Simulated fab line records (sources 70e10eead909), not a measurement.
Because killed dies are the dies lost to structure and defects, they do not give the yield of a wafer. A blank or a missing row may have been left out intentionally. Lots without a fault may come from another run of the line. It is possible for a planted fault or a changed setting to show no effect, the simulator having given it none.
Matching of chambers + flow nandHarc + rieDiel-06 running NHARC_A_STAIRCASE_DESCUM_11: 4 sister chambers
The step chemistry O2, time 3 s. 16 wafers are shown with their chamber, then 8 later ones without.

== WAFERS WITH THEIR CHAMBER ==
| wafer  | chamber | drypumpMotorCurrentA (A) | showerheadPlenumPTorr (Torr) | throttleValvePct (%) |
|--------|---------|--------------------------|------------------------------|----------------------|
| L080.1 | 3       | 5.3                      | 2.01                         | 11.297               |
| L080.2 | 0       | 6.3                      | 1.88                         | 11.314               |
| L080.6 | 1       | 5.4                      | 2.03                         | 11.309               |
| L084.2 | 0       | 6.3                      | 1.87                         | 11.304               |
| L084.3 | 1       | 5.5                      | 2.02                         | 11.339               |
| L084.6 | 3       | 5.4                      | 2.01                         | 11.299               |
| L086.2 | 1       | 5.4                      | 2.02                         | 11.308               |
| L086.4 | 2       | 5.3                      | 1.89                         | 11.294               |
| L086.5 | 1       | 5.4                      | 2.02                         | 11.329               |
| L087.1 | 2       | 5.3                      | 1.89                         | 11.303               |
| L087.2 | 3       | 5.4                      | 2.00                         | 11.303               |
| L087.3 | 1       | 5.4                      | 2.02                         | 11.309               |
| L088.2 | 0       | 6.3                      | 1.87                         | 11.321               |
| L088.5 | 1       | 5.4                      | 2.02                         | 11.321               |
| L088.6 | 2       | 5.3                      | 1.88                         | 11.317               |
| L089.1 | 1       | 5.4                      | 2.02                         | 11.307               |

SIGNATURES (means of the wafers above)
| reading               | chamber 0 | chamber 1 | chamber 2 | chamber 3 | scatter within a chamber |
|-----------------------|-----------|-----------|-----------|-----------|--------------------------|
| drypumpMotorCurrentA  | 6.300     | 5.414     | 5.300     | 5.367     | 0.0356                   |
| showerheadPlenumPTorr | 1.8733    | 2.0214    | 1.8867    | 2.0067    | 0.00488                  |
| throttleValvePct      | 11.31300  | 11.31743  | 11.30467  | 11.29967  | 0.0107                   |
Rule: for a wafer and a chamber, the distance is found by dividing, reading by reading, the gap between the wafer's reading and the chamber's mean by the reading's scatter, squaring, summing and taking the root. The wafer belongs to the nearest chamber; if the next one is less than 2 further off, it can't be placed. The scatter is the square root of a quotient: the sum, over the shown wafers, of each reading's squared deviation from its chamber's mean, divided by wafers minus chambers.

== WAFERS MISSING THEIR CHAMBER ==
| wafer  | drypumpMotorCurrentA (A) | showerheadPlenumPTorr (Torr) | throttleValvePct (%) |
|--------|--------------------------|------------------------------|----------------------|
| L089.4 | 5.3                      | 2.00                         | 11.295               |
| L089.5 | 5.3                      | 1.88                         | 11.317               |
| L091.1 | 5.4                      | 2.02                         | 11.306               |
| L091.3 | 6.3                      | 1.87                         | 11.319               |
| L091.5 | 5.2                      | 1.88                         | 11.312               |
| L093.1 | 5.3                      | 1.88                         | 11.305               |
| L093.2 | 6.3                      | 1.86                         | 11.307               |
| L093.3 | 5.4                      | 2.00                         | 11.309               |

== CHAMBER TAKEN BY EACH ==
| wafer  | from the rows above     | in truth |
|--------|-------------------------|----------|
| L089.4 | 3                       | 3        |
| L089.5 | 2                       | 2        |
| L091.1 | can't be placed: 1 or 3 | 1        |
| L091.3 | 0                       | 0        |
| L091.5 | 2                       | 2        |
| L093.1 | 2                       | 2        |
| L093.2 | 0                       | 0        |
| L093.3 | 3                       | 3        |
Placed correctly: 7 of 8. From these rows, 1 cannot be placed; in 1 the true chamber is one of the candidates. 0 placed wrongly.
